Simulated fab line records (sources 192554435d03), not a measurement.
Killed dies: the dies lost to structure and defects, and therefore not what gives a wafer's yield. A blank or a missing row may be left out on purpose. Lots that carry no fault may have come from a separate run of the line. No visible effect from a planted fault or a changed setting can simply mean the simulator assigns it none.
Which tool did it? | flow n5 finfet | Sampling: 24 lots, 72 wafers, 6 of 1938 route steps

WHAT EACH GAUGE READ, for each wafer
Not one reading of a measure or inspect step in the record can be checked against a usual standard deviation.

WHAT TOOL EACH LOT RAN ON (gives the tool, then ch and the chambers of the sampled wafers, and finally the start)
lot  | N5_BEOL_M8_ETCH_65                 | N5_BEOL_M8_STRIP_80                           | N5_BEOL_M8_PRE_CLEAN_45      | N5_BEOL_M8_ALD_77                   | N5_BEOL_M8_DEP_56               | N5_BEOL_M9_ILD_DEP_00
L074 | rie diel-03 ch 0,2,3, day 8 15:26  | rie diel-03 ch 0,2,3, day 8 16:25 or earlier  | pvd sputter-02, day 8 16:25  | ald metal-01 ch 0,1,3, day 8 16:32  | pecvd-03 ch 0,1, day 8 18:18    | pecvd-03 ch 0,1, day 8 18:26
L077 | rie diel-03 ch 0,1,3, day 9 15:08  | rie diel-03 ch 0,1,3, day 9 16:05 or earlier  | pvd sputter-02, day 9 16:05  | ald metal-04 ch 0,1,2, day 9 16:08  | pecvd-01 ch 1,2, day 9 18:35    | pecvd-03 ch 0,2, day 9 18:44
L078 | rie diel-04 ch 0,2,3, day 10 04:41 | rie diel-04 ch 0,2,3, day 10 05:40 or earlier | pvd sputter-01, day 10 05:40 | ald metal-01 ch 0,1,2, day 10 05:44 | pecvd-03 ch 0,1,2, day 10 07:42 | pecvd-01 ch 0,1,2, day 10 07:50
L075 | rie diel-01 ch 1,2,3, day 10 05:02 | rie diel-01 ch 1,2,3, day 10 06:14 or earlier | pvd sputter-02, day 10 06:14 | ald metal-01 ch 0,3, day 10 06:18   | pecvd-03 ch 0,2, day 10 09:16   | pecvd-02 ch 0,2, day 10 09:23
L076 | rie diel-04 ch 0,1, day 10 13:08   | rie diel-04 ch 0,1, day 10 14:08 or earlier   | pvd sputter-02, day 10 14:08 | ald metal-04 ch 0,1,3, day 10 14:12 | pecvd-03 ch 0,1,2, day 10 17:13 | pecvd-01 ch 0,2, day 10 17:22
L080 | rie diel-03 ch 2,3, day 10 19:29   | rie diel-03 ch 2,3, day 10 20:42 or earlier   | pvd sputter-02, day 10 20:42 | ald metal-02 ch 0,2, day 10 20:46   | pecvd-03 ch 0,1, day 10 22:15   | pecvd-03 ch 0,2, day 10 22:23
L079 | rie diel-03 ch 0,1,3, day 11 00:52 | rie diel-03 ch 0,1,3, day 11 01:55 or earlier | pvd sputter-01, day 11 01:55 | ald metal-04 ch 0,2, day 11 01:59   | pecvd-01 ch 0,2, day 11 03:31   | pecvd-03 ch 0,2, day 11 03:38
L081 | rie diel-04 ch 1,3, day 11 20:26   | rie diel-04 ch 1,3, day 11 21:50 or earlier   | pvd sputter-02, day 11 21:50 | ald metal-04 ch 0,1,3, day 11 22:07 | pecvd-03 ch 0,1, day 12 01:46   | pecvd-01 ch 1,2, day 12 01:54
L083 | rie diel-03 ch 0,2,3, day 11 21:49 | rie diel-03 ch 0,2,3, day 12 00:49 or earlier | pvd sputter-02, day 12 00:49 | ald metal-04 ch 0,2, day 12 00:52   | pecvd-01 ch 0,1,2, day 12 02:15 | pecvd-02 ch 0,2, day 12 02:23
L082 | rie diel-03 ch 0,2,3, day 12 05:19 | rie diel-03 ch 0,2,3, day 12 06:22 or earlier | pvd sputter-01, day 12 06:22 | ald metal-04 ch 0,1, day 12 06:25   | pecvd-03 ch 0,2, day 12 08:13   | pecvd-02 ch 0,1,2, day 12 08:21
L084 | rie diel-04 ch 1,2, day 12 05:22   | rie diel-04 ch 1,2, day 12 06:26 or earlier   | pvd sputter-03, day 12 06:26 | ald metal-01 ch 0,1, day 12 06:30   | pecvd-04 ch 0,1, day 12 08:17   | pecvd-03 ch 0,1, day 12 08:26
L085 | rie diel-04 ch 0,1,2, day 12 08:35 | rie diel-04 ch 0,1,2, day 12 09:37 or earlier | pvd sputter-03, day 12 09:37 | ald metal-02 ch 0,3, day 12 09:41   | pecvd-04 ch 1,2, day 12 11:16   | pecvd-02 ch 0,1, day 12 11:23
L086 | rie diel-01 ch 0,2,3, day 12 15:44 | rie diel-01 ch 0,2,3, day 12 16:40 or earlier | pvd sputter-02, day 12 16:40 | ald metal-04 ch 0,2,3, day 12 16:44 | pecvd-04 ch 1,2, day 12 18:38   | pecvd-02 ch 1,2, day 12 18:46
L088 | rie diel-04 ch 2,3, day 12 22:55   | rie diel-04 ch 2,3, day 13 00:36 or earlier   | pvd sputter-01, day 13 00:36 | ald metal-04 ch 2,3, day 13 00:40   | pecvd-01 ch 0,1, day 13 02:07   | pecvd-03 ch 0,1, day 13 02:15
L087 | rie diel-04 ch 1,2,3, day 13 00:12 | rie diel-04 ch 1,2,3, day 13 01:27 or earlier | pvd sputter-02, day 13 01:27 | ald metal-04 ch 0,2,3, day 13 01:31 | pecvd-04 ch 0,1,2, day 13 02:57 | pecvd-03 ch 0,2, day 13 03:05
L089 | rie diel-01 ch 0,1,2, day 13 00:23 | rie diel-01 ch 0,1,2, day 13 01:45 or earlier | pvd sputter-02, day 13 01:45 | ald metal-01 ch 0,1,3, day 13 01:49 | pecvd-01 ch 1,2, day 13 03:39   | pecvd-02 ch 0,1,2, day 13 03:47
L090 | rie diel-03 ch 0,2,3, day 13 17:17 | rie diel-03 ch 0,2,3, day 13 18:13 or earlier | pvd sputter-02, day 13 18:13 | ald metal-01 ch 0,2,3, day 13 18:20 | pecvd-01 ch 0,1,2, day 13 22:05 | pecvd-02 ch 0,1, day 13 22:13
L091 | rie diel-01 ch 0,3, day 14 05:34   | rie diel-01 ch 0,3, day 14 06:39 or earlier   | pvd sputter-02, day 14 06:39 | ald metal-01 ch 1,2,3, day 14 06:43 | pecvd-03 ch 0,1, day 14 08:07   | pecvd-03 ch 1,2, day 14 08:15
L092 | rie diel-03 ch 2,3, day 14 05:56   | rie diel-03 ch 2,3, day 14 07:04 or earlier   | pvd sputter-02, day 14 07:04 | ald metal-02 ch 0,1, day 14 07:08   | pecvd-03 ch 0,2, day 14 10:02   | pecvd-02 ch 0,1,2, day 14 10:10
L093 | rie diel-01 ch 1,2, day 14 09:16   | rie diel-01 ch 1,2, day 14 10:31 or earlier   | pvd sputter-03, day 14 10:31 | ald metal-01 ch 0,2,3, day 14 10:35 | pecvd-04 ch 0,2, day 14 12:19   | pecvd-02 ch 0,1, day 14 12:27
L094 | rie diel-01 ch 0,1,3, day 14 09:40 | rie diel-01 ch 0,1,3, day 14 10:47 or earlier | pvd sputter-03, day 14 10:47 | ald metal-02 ch 0,3, day 14 10:52   | pecvd-03 ch 0,2, day 14 12:44   | pecvd-02 ch 1,2, day 14 12:52
L095 | rie diel-03 ch 0,1,3, day 14 21:43 | rie diel-03 ch 0,1,3, day 14 22:50 or earlier | pvd sputter-02, day 14 22:50 | ald metal-01 ch 0,2,3, day 14 22:54 | pecvd-04 ch 1,2, day 15 00:20   | pecvd-01 ch 0,1,2, day 15 00:28
L096 | rie diel-01 ch 0,2,3, day 15 01:14 | rie diel-01 ch 0,2,3, day 15 02:56 or earlier | pvd sputter-03, day 15 02:56 | ald metal-02 ch 1,3, day 15 03:14   | pecvd-01 ch 0,1,2, day 15 07:30 | pecvd-02 ch 0,1,2, day 15 07:38
L097 | rie diel-04 ch 0,1,2, day 15 06:58 | rie diel-04 ch 0,1,2, day 15 07:55 or earlier | pvd sputter-02, day 15 07:55 | ald metal-01 ch 0,1,3, day 15 07:58 | pecvd-01 ch 0,2, day 15 09:38   | pecvd-03 ch 0,2, day 15 09:46
- N5_BEOL_M8_ETCH_65: etches SiARC in CF4, target depth 15.6 nm, time 26 s.
- N5_BEOL_M8_STRIP_80: strips in N2/H2, time 10 s.
- N5_BEOL_M8_PRE_CLEAN_45: time 30 s.
- N5_BEOL_M8_ALD_77: deposits TaN, target thk 2 nm, pulse time 2 s, purge time 3 s.
- N5_BEOL_M8_DEP_56: deposits SiCN from 3MS/NH3, target thk 10 nm, time 17.5 s.
- N5_BEOL_M9_ILD_DEP_00: deposits SiCOH lowk from DEMS/porogen, target thk 308.51 nm, time 58 s.

AS READ BY THE TOOLS THEMSELVES (means over the sampled wafers that have a number; for cases with no such wafer, the mark the record gives instead)
N5_BEOL_M8_ETCH_65.
lot  | tool        | cf4 flow sccm (sccm) | drypump motor current A (A) | etch rf on time s (s) | oes product au (a.u.) | rf vpp V (V) | showerhead plenum p Torr (Torr) | throttle valve pct (%)
L074 | rie diel-03 | 100.31               | 5.8                         | 26.5                  | 0.60                  | 184.6        | 2.14                            | 15.73
L077 | rie diel-03 | 100.06               | 5.9                         | 26.0                  | 0.67                  | 183.9        | 2.14                            | 15.63
L078 | rie diel-04 | 100.16               | 5.5                         | 26.1                  | 0.66                  | 184.5        | 2.11                            | 15.64
L075 | rie diel-01 | 100.03               | 6.2                         | 25.9                  | 0.65                  | 183.9        | 2.14                            | 15.71
L076 | rie diel-04 | 100.25               | 5.6                         | 26.2                  | 0.62                  | 184.4        | 2.18                            | 15.82
L080 | rie diel-03 | 99.98                | 6.0                         | 25.7                  | 0.78                  | 182.8        | 2.11                            | 15.47
L079 | rie diel-03 | 100.01               | 5.9                         | 25.8                  | 0.74                  | 184.2        | 2.13                            | 15.50
L081 | rie diel-04 | 99.86                | 5.9                         | 25.6                  | 0.72                  | 184.1        | 2.14                            | 15.53
L083 | rie diel-03 | 99.96                | 5.8                         | 26.0                  | 0.76                  | 183.2        | 2.13                            | 15.46
L082 | rie diel-03 | 99.80                | 5.8                         | 25.9                  | 0.75                  | 184.0        | 2.13                            | 15.45
L084 | rie diel-04 | 99.79                | 5.3                         | 25.8                  | 0.61                  | 183.2        | 2.15                            | 15.96
L085 | rie diel-04 | 99.99                | 5.4                         | 26.4                  | 0.68                  | 183.6        | 2.15                            | 15.71
L086 | rie diel-01 | 99.97                | 6.2                         | 26.1                  | 0.67                  | 184.8        | 2.19                            | 15.66
L088 | rie diel-04 | 99.96                | 5.7                         | 25.9                  | 0.70                  | 184.0        | 2.10                            | 15.56
L087 | rie diel-04 | 100.10               | 5.6                         | 26.0                  | 0.65                  | 183.4        | 2.14                            | 15.76
L089 | rie diel-01 | 100.31               | 6.3                         | 26.0                  | 0.64                  | 183.6        | 2.17                            | 15.75
L090 | rie diel-03 | 100.17               | 5.8                         | 26.4                  | 0.72                  | 184.0        | 2.13                            | 15.47
L091 | rie diel-01 | 99.58                | 6.3                         | 26.1                  | 0.69                  | 184.7        | 2.22                            | 15.74
L092 | rie diel-03 | 100.01               | 6.0                         | 26.0                  | 0.71                  | 183.6        | 2.10                            | 15.53
L093 | rie diel-01 | 100.09               | 6.4                         | 26.0                  | 0.60                  | 183.2        | 2.12                            | 15.85
L094 | rie diel-01 | 99.99                | 6.4                         | 26.1                  | 0.66                  | 184.3        | 2.17                            | 15.82
L095 | rie diel-03 | 99.84                | 5.9                         | 25.6                  | 0.77                  | 184.5        | 2.12                            | 15.38
L096 | rie diel-01 | 99.84                | 6.2                         | 26.6                  | 0.65                  | 184.6        | 2.18                            | 15.72
L097 | rie diel-04 | 99.89                | 5.4                         | 26.3                  | 0.65                  | 184.6        | 2.14                            | 15.74

N5_BEOL_M8_STRIP_80.
lot  | tool        | drypump motor current A (A) | oes product au (a.u.) | rf vpp V (V) | showerhead plenum p Torr (Torr) | throttle valve pct (%)
L074 | rie diel-03 | 5.8                         | 0.70                  | 59.8         | 2.55                            | 23.67
L077 | rie diel-03 | 5.9                         | 0.78                  | 59.0         | 2.53                            | 23.71
L078 | rie diel-04 | 5.6                         | 0.78                  | 58.8         | 2.50                            | 23.81
L075 | rie diel-01 | 6.2                         | 0.77                  | 59.1         | 2.54                            | 23.85
L076 | rie diel-04 | 5.6                         | 0.73                  | 60.2         | 2.60                            | 24.01
L080 | rie diel-03 | 6.0                         | 0.91                  | 59.0         | 2.50                            | 23.48
L079 | rie diel-03 | 5.9                         | 0.86                  | 59.3         | 2.53                            | 23.61
L081 | rie diel-04 | 6.0                         | 0.84                  | 58.8         | 2.54                            | 23.82
L083 | rie diel-03 | 5.8                         | 0.89                  | 59.2         | 2.54                            | 23.47
L082 | rie diel-03 | 5.8                         | 0.87                  | 59.4         | 2.54                            | 23.48
L084 | rie diel-04 | 5.3                         | 0.72                  | 59.2         | 2.55                            | 24.00
L085 | rie diel-04 | 5.4                         | 0.79                  | 59.6         | 2.55                            | 23.86
L086 | rie diel-01 | 6.2                         | 0.79                  | 59.6         | 2.59                            | 23.77
L088 | rie diel-04 | 5.7                         | 0.81                  | 59.4         | 2.49                            | 23.78
L087 | rie diel-04 | 5.6                         | 0.77                  | 60.0         | 2.54                            | 23.90
L089 | rie diel-01 | 6.3                         | 0.75                  | 58.9         | 2.57                            | 23.86
L090 | rie diel-03 | 5.8                         | 0.85                  | 60.2         | 2.53                            | 23.50
L091 | rie diel-01 | 6.4                         | 0.81                  | 58.9         | 2.63                            | 23.82
L092 | rie diel-03 | 6.0                         | 0.83                  | 58.3         | 2.49                            | 23.51
L093 | rie diel-01 | 6.4                         | 0.70                  | 59.8         | 2.51                            | 23.98
L094 | rie diel-01 | 6.4                         | 0.77                  | 59.3         | 2.57                            | 23.93
L095 | rie diel-03 | 5.9                         | 0.90                  | 59.4         | 2.52                            | 23.52
L096 | rie diel-01 | 6.1                         | 0.76                  | 59.1         | 2.58                            | 23.80
L097 | rie diel-04 | 5.4                         | 0.77                  | 59.2         | 2.54                            | 23.89

N5_BEOL_M8_PRE_CLEAN_45.
lot  | tool           | heater power w (W)
L074 | pvd sputter-02 | 338
L077 | pvd sputter-02 | 341
L078 | pvd sputter-01 | 311
L075 | pvd sputter-02 | 344
L076 | pvd sputter-02 | 332
L080 | pvd sputter-02 | 342
L079 | pvd sputter-01 | 310
L081 | pvd sputter-02 | 340
L083 | pvd sputter-02 | 344
L082 | pvd sputter-01 | 320
L084 | pvd sputter-03 | 335
L085 | pvd sputter-03 | 294
L086 | pvd sputter-02 | 344
L088 | pvd sputter-01 | 315
L087 | pvd sputter-02 | 335
L089 | pvd sputter-02 | 341
L090 | pvd sputter-02 | 345
L091 | pvd sputter-02 | 342
L092 | pvd sputter-02 | 334
L093 | pvd sputter-03 | 333
L094 | pvd sputter-03 | 339
L095 | pvd sputter-02 | 330
L096 | pvd sputter-03 | 335
L097 | pvd sputter-02 | 334

N5_BEOL_M8_ALD_77.
lot  | tool         | heater power w (W)
L074 | ald metal-01 | 434
L077 | ald metal-04 | 427
L078 | ald metal-01 | 462
L075 | ald metal-01 | 436
L076 | ald metal-04 | 446
L080 | ald metal-02 | 438
L079 | ald metal-04 | 386
L081 | ald metal-04 | 449
L083 | ald metal-04 | 390
L082 | ald metal-04 | 455
L084 | ald metal-01 | 460
L085 | ald metal-02 | 457
L086 | ald metal-04 | 405
L088 | ald metal-04 | 370
L087 | ald metal-04 | 405
L089 | ald metal-01 | 435
L090 | ald metal-01 | 436
L091 | ald metal-01 | 437
L092 | ald metal-02 | 454
L093 | ald metal-01 | 444
L094 | ald metal-02 | 454
L095 | ald metal-01 | 427
L096 | ald metal-02 | 437
L097 | ald metal-01 | 437

N5_BEOL_M8_DEP_56.
lot  | tool     | showerhead plenum p Torr (Torr) | throttle valve pct (%)
L074 | pecvd-03 | 3.657                           | 8.6
L077 | pecvd-01 | 3.675                           | 9.1
L078 | pecvd-03 | 3.661                           | 8.7
L075 | pecvd-03 | 3.660                           | 8.7
L076 | pecvd-03 | 3.658                           | 8.7
L080 | pecvd-03 | 3.662                           | 8.8
L079 | pecvd-01 | 3.671                           | 9.0
L081 | pecvd-03 | 3.666                           | 8.8
L083 | pecvd-01 | 3.667                           | 9.1
L082 | pecvd-03 | 3.657                           | 8.9
L084 | pecvd-04 | 3.657                           | 9.3
L085 | pecvd-04 | 3.660                           | 9.4
L086 | pecvd-04 | 3.662                           | 8.8
L088 | pecvd-01 | 3.670                           | 9.1
L087 | pecvd-04 | 3.661                           | 8.9
L089 | pecvd-01 | 3.670                           | 9.0
L090 | pecvd-01 | 3.659                           | 9.1
L091 | pecvd-03 | 3.660                           | 8.8
L092 | pecvd-03 | 3.654                           | 8.8
L093 | pecvd-04 | 3.662                           | 8.6
L094 | pecvd-03 | 3.654                           | 8.8
L095 | pecvd-04 | 3.661                           | 9.2
L096 | pecvd-01 | 3.672                           | 9.0
L097 | pecvd-01 | 3.663                           | 9.2

N5_BEOL_M9_ILD_DEP_00.
lot  | tool     | heater power w (W) | showerhead plenum p Torr (Torr) | throttle valve pct (%)
L074 | pecvd-03 | 298                | 5.740                           | 13.4
L077 | pecvd-03 | 266                | 5.725                           | 13.2
L078 | pecvd-01 | 225                | 5.741                           | 13.9
L075 | pecvd-02 | 299                | 5.718                           | 13.8
L076 | pecvd-01 | 217                | 5.741                           | 13.8
L080 | pecvd-03 | 298                | 5.731                           | 13.4
L079 | pecvd-03 | 320                | 5.721                           | 13.4
L081 | pecvd-01 | 208                | 5.745                           | 13.9
L083 | pecvd-02 | 279                | 5.724                           | 14.0
L082 | pecvd-02 | 277                | 5.735                           | 13.8
L084 | pecvd-03 | 266                | 5.733                           | 13.5
L085 | pecvd-02 | 290                | 5.720                           | 14.3
L086 | pecvd-02 | 283                | 5.749                           | 13.1
L088 | pecvd-03 | 255                | 5.734                           | 13.3
L087 | pecvd-03 | 299                | 5.725                           | 13.4
L089 | pecvd-02 | 306                | 5.736                           | 13.8
L090 | pecvd-02 | 283                | 5.743                           | 14.3
L091 | pecvd-03 | 297                | 5.721                           | 13.4
L092 | pecvd-02 | 298                | 5.738                           | 13.7
L093 | pecvd-02 | 293                | 5.733                           | 14.3
L094 | pecvd-02 | 310                | 5.756                           | 13.7
L095 | pecvd-01 | 203                | 5.755                           | 13.9
L096 | pecvd-02 | 295                | 5.737                           | 13.9
L097 | pecvd-03 | 309                | 5.728                           | 13.3

THE ANSWER, worked out from the rows above alone
Rule: what is usual is taken from the lots themselves. The widest of any qualifying gaps counts: lots, ordered by their means at a reading, are off when they make up no more than a third of the lots, leave a main group of 4 or more, and stand apart from it by 3 or more times the standard deviation of that group's means. If all means in a main group match to the digits the tables above print for the reading, that group is not used. A lot without any number at a reading at which 4 lots or more have one is off too. Any other lot the step has rows for is counted as sound. The gauges are gone through in route order, then the tools' own readings, and for those a lot's mean is taken as printed above. The first step at which some lot is off is used, and at that step the reading that is off furthest; a lot without a number counts as furthest.
No lot is off at any reading shown: from this, nothing can be told.

WHAT WAS PUT IN BY THE SIMULATOR
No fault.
